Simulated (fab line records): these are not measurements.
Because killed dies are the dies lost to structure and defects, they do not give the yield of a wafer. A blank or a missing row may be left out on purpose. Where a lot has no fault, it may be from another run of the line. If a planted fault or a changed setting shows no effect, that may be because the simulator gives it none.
fab line records	flow nand-harc
record: lots: 13	wafers: 39	last-day: 33
route steps=1302 shown A_ONON_D2@548 END@1302
lots that met no fault: taken from a fault-free run of the same line
start-h: hours from the record's first day to the start of the lot's first wafer shown	wait-h: hours since the lot's step before	" same as the row above	L1.1+2: a single row standing in for several wafers	- no value present, or no start provided	* or withheld: withheld	< > ~ a bound
route shown NAME@n: a module of which the file shows steps, and the number in the route of the first	usual: mean and standard deviation over wafers with no fault	same: alike in all rows	chamber/n: place in a boat	sites: per-site readings	_std_site: how widely they spread, as a standard deviation	_edge_site: the outer-site mean with the inner-site mean subtracted	radius-mm: for every site, how far away it sits from the centre of the wafer	mask NAME#n: copy n	behind: the most recent tool/chamber to have shaped the wafer	hold: why the lot went on hold/how many hours it stayed there/how the hold came to an end	device: the n, p or np transistor that did not switch	end of line: tests run on the same wafers once the route is complete	for a step that has no rows: nothing shown but its recipe	killed: not the wafer's yield, but the dies lost to structure and defects at the first sort	map: a wafer's dies, marking killed ones x, the rest . and places with no die _
set.NAME: the setting as run; set.NAME@STEP: as run at that earlier step	model.NAME: the simulator's own value behind a step, which no gauge read
route steps across a sampled set of lots; one table per step, one row per wafer
services: the hour from which a tool's chamber was out of use, counted from the record's first day as start-h (under 0 if before that day), plus the number of hours and why
== steps ==
step: NHARC_A_ONON_D2_THK_MEAS_05
recipe: thk-meas-gauge: ellipsometry
usual: thk-nm: 1004/8.3
lot.wafer	tool	chamber	start-h	wait-h	thk-nm
L141.1	film-metro-02	-	283.13	-	1006
L141.4	"	-	"	"	1005
L141.6	"	-	"	"	1007
L142.1	film-metro-02	-	283.14	-	1007
L142.2	"	-	"	"	1005
L142.5	"	-	"	"	1008
L144.1	film-metro-01	-	312.97	-	1007
L144.2	"	-	"	"	1010
L144.5	"	-	"	"	1008
L145.2	film-metro-02	-	312.97	-	1010
L145.5	"	-	"	"	1008
L145.6	"	-	"	"	1008
L146.1	film-metro-01	-	336.43	-	988
L146.5	"	-	"	"	988
L146.6	"	-	"	"	988
L148.2	film-metro-01	-	336.57	-	1001
L148.3	"	-	"	"	1001
L148.6	"	-	"	"	1001
L147.3	film-metro-02	-	336.73	-	1008
L147.4	"	-	"	"	1010
L147.6	"	-	"	"	1009
L149.1	film-metro-02	-	351.95	-	993
L149.2	"	-	"	"	993
L149.6	"	-	"	"	992
L150.1	film-metro-02	-	366.79	-	1003
L150.2	"	-	"	"	1005
L150.6	"	-	"	"	1002
L152.2	film-metro-01	-	384.57	-	993
L152.4	"	-	"	"	995
L152.6	"	-	"	"	995
L158.3	film-metro-01	-	442.06	-	1009
L158.5	"	-	"	"	1009
L158.6	"	-	"	"	1008
L160.1	film-metro-02	-	464.24	-	993
L160.4	"	-	"	"	993
L160.6	"	-	"	"	992
L163.2	film-metro-02	-	488.43	-	1006
L163.3	"	-	"	"	1006
L163.4	"	-	"	"	1008
step: NHARC_A_ONON_D2_DEP_09
recipe: target-thk-a: 10000	n2-flow-sccm: 2750	n2o-flow-sccm: 2000	nh3-flow-sccm: 500	sih4-flow-sccm: 210	temp-c: 400
lot.wafer	tool	chamber	start-h	wait-h
L141.1+4+6	pecvd-onon-03	0	283.75	0.1
L142.1+2+5	pecvd-onon-01	0	283.77	0.1
L144.1+2+5	pecvd-onon-01	0	313.59	0.1
L145.2+5+6	pecvd-onon-03	0	313.65	0.1
L146.1+5+6	pecvd-onon-01	0	337.04	0.1
L148.2+3+6	pecvd-onon-03	0	337.24	0.1
L147.3+4+6	pecvd-onon-04	0	337.47	0.2
L149.1+2+6	pecvd-onon-01	0	352.57	0.1
L150.1+2+6	pecvd-onon-01	0	367.41	0.1
L152.2+4+6	pecvd-onon-01	0	385.24	0.1
L158.3+5+6	pecvd-onon-04	0	442.80	0.2
L160.1+4+6	pecvd-onon-01	0	464.86	0.1
L163.2+3+4	pecvd-onon-04	0	489.10	0.1
step: NHARC_A_ONON_D2_THK_MEAS_11
recipe: thk-meas-gauge: ellipsometry
usual: thk-nm: 998/11
lot.wafer	tool	chamber	start-h	wait-h	thk-nm
L141.1	film-metro-02	-	284.26	-	1000
L141.4	"	-	"	"	1000
L141.6	"	-	"	"	1001
L142.1	film-metro-02	-	284.28	-	984
L142.2	"	-	"	"	983
L142.5	"	-	"	"	983
L144.1	film-metro-02	-	314.10	-	998
L144.2	"	-	"	"	997
L144.5	"	-	"	"	998
L145.2	film-metro-01	-	314.10	-	1013
L145.5	"	-	"	"	1015
L145.6	"	-	"	"	1013
L146.1	film-metro-01	-	337.56	-	1005
L146.5	"	-	"	"	1005
L146.6	"	-	"	"	1003
L148.2	film-metro-02	-	337.70	-	993
L148.3	"	-	"	"	993
L148.6	"	-	"	"	991
L147.3	film-metro-01	-	337.86	-	1007
L147.4	"	-	"	"	1008
L147.6	"	-	"	"	1007
L149.1	film-metro-02	-	353.08	-	986
L149.2	"	-	"	"	987
L149.6	"	-	"	"	984
L150.1	film-metro-02	-	367.92	-	1007
L150.2	"	-	"	"	1007
L150.6	"	-	"	"	1008
L152.2	film-metro-01	-	385.69	-	1006
L152.4	"	-	"	"	1007
L152.6	"	-	"	"	1007
L158.3	film-metro-01	-	443.19	-	996
L158.5	"	-	"	"	999
L158.6	"	-	"	"	999
L160.1	film-metro-01	-	465.37	-	986
L160.4	"	-	"	"	987
L160.6	"	-	"	"	1705
L163.2	film-metro-02	-	489.55	-	977
L163.3	"	-	"	"	978
L163.4	"	-	"	"	978
step: NHARC_A_ONON_D2_DEP_33
recipe: target-thk-a: 2000	temp-c: 400	pressure-torr: 6.5	rf-w: 900	teos-flow-sccm: 161.4	flow-sccm: 2650	target-thk-nm: 200	gas: O2	material: SiO2
usual: heater-power-w: 570/120	throttle-valve-pct: 16.0/0.65
lot.wafer	tool	chamber	start-h	wait-h	heater-power-w	throttle-valve-pct
L141.1	pecvd-04	2	294.49	0.1	336	15.7
L141.6	"	2	"	"	349	15.9
L141.4	"	0	"	"	559	16.1
L142.2	pecvd-03	2	294.54	0.1	728	16.8
L142.1	"	0	"	"	471	16.3
L142.5	"	1	"	"	515	16.1
L144.2	pecvd-03	2	324.76	0.1	597	16.7
L144.1	"	0	"	"	509	16.1
L144.5	"	2	"	"	639	16.6
L145.2	pecvd-02	2	324.79	0.1	546	16.6
L145.5	"	1	"	"	629	14.7
L145.6	"	2	"	"	561	16.7
L148.2	pecvd-03	1	347.81	0.1	485	16.2
L148.3	"	0	"	"	418	16.1
L148.6	"	1	"	"	504	16.3
L146.1	pecvd-04	1	347.84	0.1	812	15.7
L146.5	"	0	"	"	577	15.9
L146.6	"	2	"	"	441	16.1
L147.3	pecvd-02	1	347.96	0.2	659	14.6
L147.4	"	1	"	"	637	14.7
L147.6	"	2	"	"	610	16.7
L149.1	pecvd-02	1	364.97	0.1	642	14.6
L149.2	"	0	"	"	615	16.2
L149.6	"	0	"	"	625	16.0
L150.1	pecvd-02	1	378.17	0.1	532	14.9
L150.2	"	0	"	"	592	15.8
L150.6	"	1	"	"	563	14.7
L152.2	pecvd-02	1	396.01	0.1	654	14.7
L152.4	"	1	"	"	650	14.8
L152.6	"	2	"	"	634	17.0
L158.3	pecvd-03	2	454.14	0.1	663	16.9
L158.5	"	0	"	"	493	16.2
L158.6	"	1	"	"	488	16.0
L160.1	pecvd-03	2	475.68	0.1	689	16.8
L160.4	"	0	"	"	457	15.9
L160.6	"	0	"	"	472	15.8
L163.2	pecvd-02	0	499.92	0.1	582	15.7
L163.3	"	1	"	"	586	14.6
L163.4	"	1	"	"	590	14.6
step: NHARC_END_SORT_01
recipe: temp-c: 25
usual: killed-at-array: 47/18	killed-at-other: 0.9/1.1	killed-at-periphery: 4/3.1	killed-dies: 52/18	killed-open: 3.1/1.5	killed-short: 2.4/1.5
same: gross-dies: 677
lot.wafer	tool	chamber	start-h	wait-h	killed-at-array	killed-at-other	killed-at-periphery	killed-dies	killed-open	killed-short
L142.1	prober-01	0	568.86	2.5	67	1	1	69	3	2
L142.2	prober-01	0	569.66	2.8	35	1	0	36	2	1
L142.5	prober-01	0	572.08	3.7	41	0	2	43	2	1
L141.1	prober-02	0	576.57	2.5	43	0	8	51	5	3
L141.4	prober-02	0	578.93	3.4	38	1	6	45	5	2
L141.6	prober-02	0	580.51	3.9	37	1	7	45	4	2
L145.2	prober-02	0	612.73	2.8	26	0	2	28	2	3
L145.5	prober-02	0	615.11	3.7	35	0	2	37	6	3
L145.6	prober-02	0	615.90	4.0	24	0	3	27	1	1
L144.1	prober-01	0	619.24	2.5	76	2	6	84	4	0
L144.2	prober-01	0	620.04	2.8	43	1	0	44	2	1
L144.5	prober-01	0	622.43	3.7	81	0	3	84	3	6
L146.1	prober-02	0	623.98	2.5	31	1	12	44	6	2
L146.5	prober-02	0	627.12	3.6	24	2	6	32	1	1
L146.6	prober-02	0	627.90	3.9	20	2	6	28	0	1
L148.2	prober-01	0	627.83	2.8	42	1	0	43	3	1
L148.3	prober-01	0	628.63	3.1	43	0	8	51	2	4
L148.6	prober-01	0	631.01	4.0	37	0	4	41	0	3
L147.3	prober-02	0	633.30	3.1	73	4	1	78	4	1
L147.4	prober-02	0	634.10	3.4	65	0	3	68	4	5
L147.6	prober-02	0	635.71	4.0	73	2	7	82	3	2
L149.1	prober-01	0	639.61	2.5	59	1	8	68	4	5
L149.2	prober-01	0	640.40	2.8	82	0	7	89	1	3
L149.6	prober-01	0	643.55	3.9	88	1	4	93	5	7
L150.1	prober-02	0	653.18	2.5	32	1	2	35	2	2
L150.2	prober-02	0	653.98	2.8	28	3	4	35	4	1
L150.6	prober-02	0	657.16	4.0	30	1	3	34	2	1
L152.2	prober-01	0	686.02	2.8	26	2	1	29	0	2
L152.4	prober-01	0	687.63	3.4	29	1	5	35	6	2
L152.6	prober-01	0	689.23	4.0	42	1	1	44	5	4
L158.3	prober-02	0	721.01	3.1	48	0	0	48	2	2
L158.5	prober-02	0	722.62	3.7	51	2	1	54	3	1
L158.6	prober-02	0	723.42	4.0	71	0	2	73	2	3
L160.1	prober-01	0	750.10	2.5	44	2	1	47	0	2
L160.4	prober-01	0	752.50	3.4	50	0	2	52	3	4
L160.6	prober-01	0	754.10	4.0	675	0	2	677	5	1
L163.2	prober-01	0	788.88	2.8	45	0	2	47	0	0
L163.3	prober-01	0	789.68	3.1	35	0	6	41	1	1
L163.4	prober-01	0	790.48	3.4	43	0	10	53	4	1
killed by level:class
L142.1 A_CHANNEL_HOLE_D1:chamber-film-flake=36 A_CHANNEL_HOLE_D2:chamber-film-flake=13 A_STAIRCASE:chamber-film-flake=5 A_BLC:geometric-particle:open=3 A_DECK1_JOINT:chamber-film-flake=3 A_CONTACT:chamber-film-flake=3 A_M0:chamber-film-flake=2 A_CHANNEL_FILL_D1:geometric-particle:short=1
L142.2 A_CHANNEL_HOLE_D1:chamber-film-flake=26 A_CHANNEL_HOLE_D2:chamber-film-flake=3 A_CHANNEL_FILL_D2:geometric-particle:open=1 A_WL_FILL:geometric-particle:short=1 A_M1:geometric-particle:open=1 A_DECK1_JOINT:chamber-film-flake=1 A_STAIRCASE:chamber-film-flake=1 A_CONTACT:chamber-film-flake=1
L142.5 A_CHANNEL_HOLE_D1:chamber-film-flake=25 A_CONTACT:chamber-film-flake=5 A_CHANNEL_HOLE_D2:chamber-film-flake=4 A_STAIRCASE:chamber-film-flake=3 P_CONTACT:geometric-particle:open=1 A_DECK1_JOINT:geometric-particle:short=1 A_SGD_CUT:geometric-particle:open=1 P_STI:chamber-film-flake=1
L141.1 A_SLIT:chamber-film-flake=22 P_CONTACT:chamber-film-flake=5 A_CONTACT:chamber-film-flake=5 A_CHANNEL_HOLE_D2:chamber-film-flake=4 A_WL_FILL:chamber-film-flake=2 A_M0:chamber-film-flake=2 P_STI:geometric-particle:open=1 P_CONTACT:geometric-particle:short=1
L141.4 A_SLIT:chamber-film-flake=14 A_CHANNEL_HOLE_D2:chamber-film-flake=8 A_STAIRCASE:chamber-film-flake=8 P_CONTACT:chamber-film-flake=4 A_CHANNEL_FILL_D1:geometric-particle:short=2 A_CHANNEL_FILL_D1:geometric-particle:open=2 P_CONTACT:geometric-particle:open=1 A_CHANNEL_FILL_D2:geometric-particle:open=1
L141.6 A_SLIT:chamber-film-flake=17 A_STAIRCASE:chamber-film-flake=7 A_WL_FILL:chamber-film-flake=4 P_GATE:chamber-film-flake=2 P_CONTACT:chamber-film-flake=2 A_CHANNEL_HOLE_D2:chamber-film-flake=2 A_M0:chamber-film-flake=2 P_M0:geometric-particle:open=1
L145.2 A_CHANNEL_HOLE_D2:chamber-film-flake=11 A_CONTACT:chamber-film-flake=7 A_CHANNEL_FILL_D1:geometric-particle:open=1 A_CHANNEL_FILL_D1:geometric-particle:short=1 A_CHANNEL_HOLE_D2:geometric-particle:short=1 A_SGD_CUT:geometric-particle:open=1 A_M0:geometric-particle:short=1 P_STI:chamber-film-flake=1
L145.5 A_CHANNEL_HOLE_D2:chamber-film-flake=15 A_CONTACT:chamber-film-flake=6 A_CHANNEL_HOLE_D1:chamber-film-flake=4 A_DECK1_JOINT:geometric-particle:short=2 A_BLC:geometric-particle:open=2 A_M0:geometric-particle:open=2 P_M0:geometric-particle:open=1 A_ONON_D2:geometric-particle:open=1
L145.6 A_CHANNEL_HOLE_D2:chamber-film-flake=10 A_CHANNEL_HOLE_D1:chamber-film-flake=4 P_STI:chamber-film-flake=3 A_WL_FILL:chamber-film-flake=3 A_CONTACT:chamber-film-flake=2 A_ONON_D2:geometric-particle:open=1 A_BLC:geometric-particle:short=1 A_CHANNEL_FILL_D1:chamber-film-flake=1
L144.1 A_CHANNEL_HOLE_D2:chamber-film-flake=24 A_CHANNEL_HOLE_D1:chamber-film-flake=24 A_SLIT:chamber-film-flake=24 P_GATE:chamber-film-flake=4 THIN_TSV:chamber-film-flake=2 P_GATE:geometric-particle:open=1 P_M1:geometric-particle:open=1 A_SOURCE_PLATE:geometric-particle:open=1
L144.2 A_SLIT:chamber-film-flake=18 A_CHANNEL_HOLE_D2:chamber-film-flake=10 A_CHANNEL_HOLE_D1:chamber-film-flake=6 A_CONTACT:chamber-film-flake=5 A_SOURCE_PLATE:geometric-particle:open=1 A_ONON_D2:geometric-particle:short=1 A_SGD_CUT:geometric-particle:open=1 A_ZERO_WELL:chamber-film-flake=1
L144.5 A_CHANNEL_HOLE_D2:chamber-film-flake=36 A_SLIT:chamber-film-flake=22 A_CHANNEL_HOLE_D1:chamber-film-flake=10 A_CONTACT:chamber-film-flake=4 A_DECK1_JOINT:geometric-particle:short=2 A_M1:geometric-particle:open=2 P_GATE:chamber-film-flake=2 P_GATE:geometric-particle:short=1
L146.1 A_CHANNEL_HOLE_D2:chamber-film-flake=14 P_GATE:chamber-film-flake=8 A_CONTACT:chamber-film-flake=3 A_SLIT:chamber-film-flake=3 A_WL_FILL:chamber-film-flake=3 A_DECK1_JOINT:geometric-particle:open=2 A_M0:geometric-particle:open=2 P_STI:chamber-film-flake=2
L146.5 A_CHANNEL_HOLE_D2:chamber-film-flake=12 P_GATE:chamber-film-flake=4 A_SLIT:chamber-film-flake=3 A_WL_FILL:chamber-film-flake=3 P_STI:chamber-film-flake=2 A_CONTACT:chamber-film-flake=2 THIN_TSV:chamber-film-flake=2 A_CHANNEL_FILL_D2:geometric-particle:open=1
L148.2 A_CHANNEL_HOLE_D2:chamber-film-flake=31 A_SLIT:chamber-film-flake=4 A_ONON_D2:geometric-particle:open=1 A_CHANNEL_FILL_D2:geometric-particle:short=1 A_BLC:geometric-particle:open=1 A_M0:geometric-particle:open=1 A_ZERO_WELL:chamber-film-flake=1 A_CHANNEL_HOLE_D1:chamber-film-flake=1
L146.6 A_CHANNEL_HOLE_D2:chamber-film-flake=7 P_GATE:chamber-film-flake=6 A_WL_FILL:chamber-film-flake=5 A_SLIT:chamber-film-flake=4 A_CHANNEL_HOLE_D1:chamber-film-flake=3 THIN_TSV:chamber-film-flake=2 A_M0:geometric-particle:short=1
L148.3 A_CHANNEL_HOLE_D2:chamber-film-flake=31 P_GATE:chamber-film-flake=7 A_CHANNEL_HOLE_D1:chamber-film-flake=3 A_SLIT:chamber-film-flake=3 A_WL_FILL:geometric-particle:short=2 P_CONTACT:geometric-particle:open=1 A_SOURCE_PLATE:geometric-particle:short=1 A_ONON_D2:geometric-particle:open=1
L148.6 A_CHANNEL_HOLE_D2:chamber-film-flake=27 A_CHANNEL_HOLE_D1:chamber-film-flake=3 A_CHANNEL_FILL_D2:geometric-particle:short=2 P_ZERO_WELL:chamber-film-flake=2 P_GATE:chamber-film-flake=2 A_CHANNEL_HOLE_D1:geometric-particle:short=1 A_CHANNEL_FILL_D1:chamber-film-flake=1 A_CHANNEL_FILL_D2:chamber-film-flake=1
L147.3 A_CHANNEL_HOLE_D1:chamber-film-flake=29 A_SLIT:chamber-film-flake=24 A_CHANNEL_HOLE_D2:chamber-film-flake=5 THIN_TSV:chamber-film-flake=4 A_WL_FILL:chamber-film-flake=3 A_M1:chamber-film-flake=3 A_CHANNEL_FILL_D2:geometric-particle:open=2 A_ONON_D1:geometric-particle:open=1
L147.4 A_SLIT:chamber-film-flake=19 A_CHANNEL_HOLE_D1:chamber-film-flake=14 A_CONTACT:chamber-film-flake=10 A_CHANNEL_HOLE_D2:chamber-film-flake=6 A_M1:chamber-film-flake=4 A_CHANNEL_FILL_D1:geometric-particle:short=2 P_GATE:chamber-film-flake=2 A_CHANNEL_FILL_D2:chamber-film-flake=2
L147.6 A_CHANNEL_HOLE_D1:chamber-film-flake=32 A_SLIT:chamber-film-flake=21 A_CHANNEL_HOLE_D2:chamber-film-flake=6 A_CONTACT:chamber-film-flake=6 A_CHANNEL_FILL_D2:chamber-film-flake=3 P_GATE:chamber-film-flake=2 A_M1:chamber-film-flake=2 THIN_TSV:chamber-film-flake=2
L149.1 A_SLIT:chamber-film-flake=19 A_CHANNEL_HOLE_D2:chamber-film-flake=16 P_CONTACT:chamber-film-flake=5 A_CHANNEL_HOLE_D1:chamber-film-flake=4 A_CONTACT:chamber-film-flake=4 A_CHANNEL_FILL_D2:chamber-film-flake=3 P_GATE:chamber-film-flake=2 A_DECK1_JOINT:chamber-film-flake=2
L149.2 A_CHANNEL_HOLE_D2:chamber-film-flake=30 A_SLIT:chamber-film-flake=24 A_CONTACT:chamber-film-flake=8 A_CHANNEL_HOLE_D1:chamber-film-flake=5 A_CHANNEL_FILL_D2:chamber-film-flake=5 P_CONTACT:chamber-film-flake=4 A_WL_FILL:chamber-film-flake=3 A_DECK1_JOINT:chamber-film-flake=2
L149.6 A_CHANNEL_HOLE_D2:chamber-film-flake=35 A_SLIT:chamber-film-flake=23 A_CONTACT:chamber-film-flake=5 A_WL_FILL:chamber-film-flake=4 P_STI:chamber-film-flake=3 A_CHANNEL_HOLE_D1:chamber-film-flake=3 A_DECK1_JOINT:chamber-film-flake=3 A_CHANNEL_FILL_D2:chamber-film-flake=3
L150.1 A_CHANNEL_HOLE_D2:chamber-film-flake=15 A_CHANNEL_HOLE_D1:chamber-film-flake=3 A_CONTACT:chamber-film-flake=3 A_BLC:chamber-film-flake=3 P_ZERO_WELL:chamber-film-flake=2 A_STAIRCASE:chamber-film-flake=2 A_CHANNEL_FILL_D1:geometric-particle:short=1 A_CHANNEL_FILL_D2:geometric-particle:short=1
L150.2 A_CHANNEL_HOLE_D2:chamber-film-flake=13 A_BLC:chamber-film-flake=6 THIN_TSV:chamber-film-flake=3 P_CONTACT:chamber-film-flake=2 A_CHANNEL_HOLE_D1:chamber-film-flake=2 P_CONTACT:geometric-particle:open=1 A_ONON_D2:geometric-particle:short=1 A_ONON_D2:geometric-particle:open=1
L150.6 A_CHANNEL_HOLE_D2:chamber-film-flake=14 A_CONTACT:chamber-film-flake=6 A_CHANNEL_HOLE_D1:chamber-film-flake=4 A_SLIT:chamber-film-flake=2 A_BLC:chamber-film-flake=2 P_M1:geometric-particle:open=1 A_CHANNEL_FILL_D2:geometric-particle:short=1 STARTING-WAFER:geometric-particle:open=1
L152.2 A_CHANNEL_HOLE_D1:chamber-film-flake=9 A_CHANNEL_HOLE_D2:chamber-film-flake=8 A_SLIT:chamber-film-flake=2 A_CONTACT:chamber-film-flake=2 A_M1:geometric-particle:short=1 P_M0:chamber-film-flake=1 STARTING-WAFER:geometric-particle:short=1 A_CHANNEL_FILL_D1:chamber-film-flake=1
L152.4 A_CHANNEL_HOLE_D2:chamber-film-flake=8 A_CHANNEL_HOLE_D1:chamber-film-flake=7 A_CONTACT:chamber-film-flake=6 P_M1:geometric-particle:open=2 P_GATE:geometric-particle:open=1 P_M0:geometric-particle:open=1 A_CHANNEL_FILL_D1:geometric-particle:open=1 A_CHANNEL_FILL_D2:geometric-particle:short=1
L152.6 A_CHANNEL_HOLE_D2:chamber-film-flake=17 A_CHANNEL_HOLE_D1:chamber-film-flake=7 A_STAIRCASE:chamber-film-flake=3 A_CHANNEL_FILL_D2:geometric-particle:short=2 A_CONTACT:geometric-particle:open=2 A_DECK1_JOINT:chamber-film-flake=2 A_M0:chamber-film-flake=2 P_M0:geometric-particle:open=1
L158.3 A_SLIT:chamber-film-flake=20 A_CHANNEL_HOLE_D1:chamber-film-flake=14 A_CONTACT:chamber-film-flake=6 A_STAIRCASE:chamber-film-flake=3 A_CHANNEL_FILL_D1:geometric-particle:open=2 A_ONON_D1:geometric-particle:short=1 A_WL_FILL:geometric-particle:short=1 A_DECK1_JOINT:chamber-film-flake=1
L158.5 A_SLIT:chamber-film-flake=25 A_CHANNEL_HOLE_D1:chamber-film-flake=17 A_DECK1_JOINT:chamber-film-flake=2 A_WL_FILL:chamber-film-flake=2 A_CONTACT:chamber-film-flake=2 A_CONTACT:geometric-particle:open=1 A_BLC:geometric-particle:open=1 P_ZERO_WELL:chamber-film-flake=1
L158.6 A_CHANNEL_HOLE_D1:chamber-film-flake=34 A_SLIT:chamber-film-flake=22 A_STAIRCASE:chamber-film-flake=3 A_CONTACT:chamber-film-flake=3 A_WL_FILL:chamber-film-flake=2 A_SOURCE_PLATE:geometric-particle:short=1 A_ONON_D1:geometric-particle:short=1 A_ONON_D2:geometric-particle:short=1
L160.1 A_CHANNEL_HOLE_D2:chamber-film-flake=19 A_CHANNEL_HOLE_D1:chamber-film-flake=7 A_STAIRCASE:chamber-film-flake=6 A_WL_FILL:chamber-film-flake=5 A_SLIT:chamber-film-flake=2 A_CONTACT:chamber-film-flake=2 A_M0:chamber-film-flake=2 THIN_TSV:chamber-film-flake=2
L160.4 A_CHANNEL_HOLE_D2:chamber-film-flake=14 A_CHANNEL_HOLE_D1:chamber-film-flake=7 A_SLIT:chamber-film-flake=7 A_M0:chamber-film-flake=7 A_WL_FILL:chamber-film-flake=4 A_STAIRCASE:chamber-film-flake=3 P_GATE:geometric-particle:short=1 A_SOURCE_PLATE:geometric-particle:open=1
L160.6 A_ONON_D2:area-dep=618 A_CHANNEL_HOLE_D2:chamber-film-flake=23 A_CHANNEL_HOLE_D1:chamber-film-flake=8 A_STAIRCASE:chamber-film-flake=6 A_SLIT:chamber-film-flake=6 A_M0:chamber-film-flake=5 A_WL_FILL:chamber-film-flake=2 P_M0:geometric-particle:open=1
L163.2 A_CHANNEL_HOLE_D2:chamber-film-flake=24 A_CHANNEL_HOLE_D1:chamber-film-flake=7 A_SLIT:chamber-film-flake=5 A_CONTACT:chamber-film-flake=3 A_ZERO_WELL:chamber-film-flake=2 A_SGD_CUT:chamber-film-flake=2 P_M2:chamber-film-flake=1 P_GATE:chamber-film-flake=1
L163.3 A_CHANNEL_HOLE_D2:chamber-film-flake=15 A_CHANNEL_HOLE_D1:chamber-film-flake=8 A_CONTACT:chamber-film-flake=5 P_M2:chamber-film-flake=4 A_SLIT:chamber-film-flake=4 P_CONTACT:geometric-particle:open=1 A_CHANNEL_HOLE_D1:geometric-particle:short=1 P_M0:chamber-film-flake=1
L163.4 A_CHANNEL_HOLE_D2:chamber-film-flake=17 A_CHANNEL_HOLE_D1:chamber-film-flake=11 A_SLIT:chamber-film-flake=7 P_M2:chamber-film-flake=6 P_GATE:chamber-film-flake=2 A_ZERO_WELL:chamber-film-flake=2 A_CONTACT:chamber-film-flake=2 P_CONTACT:geometric-particle:open=1
== services ==
tool	chamber	start-h	hours	kind
pecvd-04	-	269.26	13.0	pm
pecvd-onon-01	-	269.40	13.0	pm
pecvd-onon-04	-	311.51	13.0	pm
pecvd-03	1	330.31	16.2	repair
pecvd-03	-	353.61	0.7	repair
pecvd-02	2	362.65	27.5	repair
pecvd-03	0	362.80	5.5	repair
pecvd-03	-	366.13	13.0	pm
pecvd-02	0	366.28	7.9	repair
pecvd-02	0	392.38	5.1	repair
pecvd-02	-	408.20	13.0	pm
pecvd-02	0	408.20	13.0	vent-cycle
pecvd-02	1	408.20	13.0	vent-cycle
pecvd-02	2	408.20	13.0	vent-cycle
pecvd-onon-03	-	408.26	13.0	pm
pecvd-02	0	421.20	-	clean
pecvd-02	1	421.20	-	clean
pecvd-02	2	421.20	-	clean
pecvd-04	-	450.26	13.0	pm
pecvd-onon-01	-	450.40	13.0	pm
pecvd-04	-	467.11	1.7	repair
pecvd-03	1	472.82	5.9	repair
pecvd-onon-04	-	492.51	13.0	pm
pecvd-04	-	495.41	0.8	repair
== key ==
first-sign: step: NHARC_A_ONON_D2_THK_MEAS_11	reading: thk-nm	direction: up	sigmas: 63	usual: 998	struck: 1705
effect: step: NHARC_END_SORT_01	reading: killed-at-array	direction: up	sigmas: 35	usual: 47	struck: 675
more-kills-born-at: NHARC_A_ONON_D2_DEP_09@pecvd-onon-01: 618
met-at NHARC_A_ONON_D2_DEP_09
struck-lots L160
struck-wafers L160.6
later-rows-left-out L160.6
tester-left-out L160
not-acting-at NHARC_A_ONON_D2_THK_MEAS_05,NHARC_A_ONON_D2_DEP_33
onset-between 385.24 464.86
fault: kind: process-parameter-drift	tool: pecvd-onon-01	chamber: -	onset-h: 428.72	steps: NHARC_A_ONON_D2_DEP_09	channel: target-thk-a	offset: *	shape: step	end-h: 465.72	scope: struck-wafers-only	acts-in: *	stated: *
tester-left-out: of these lots the tester's yield and bins aren't shown, on N5 and GAA mostly nor the transistor test; their killed dies are dies lost to structure and defects alone, not to doping, threshold or leakage, so they don't give the yield
later-rows-left-out: the simulator's readings of these wafers behind a module that went badly wrong aren't trusted and aren't shown, but for the sort
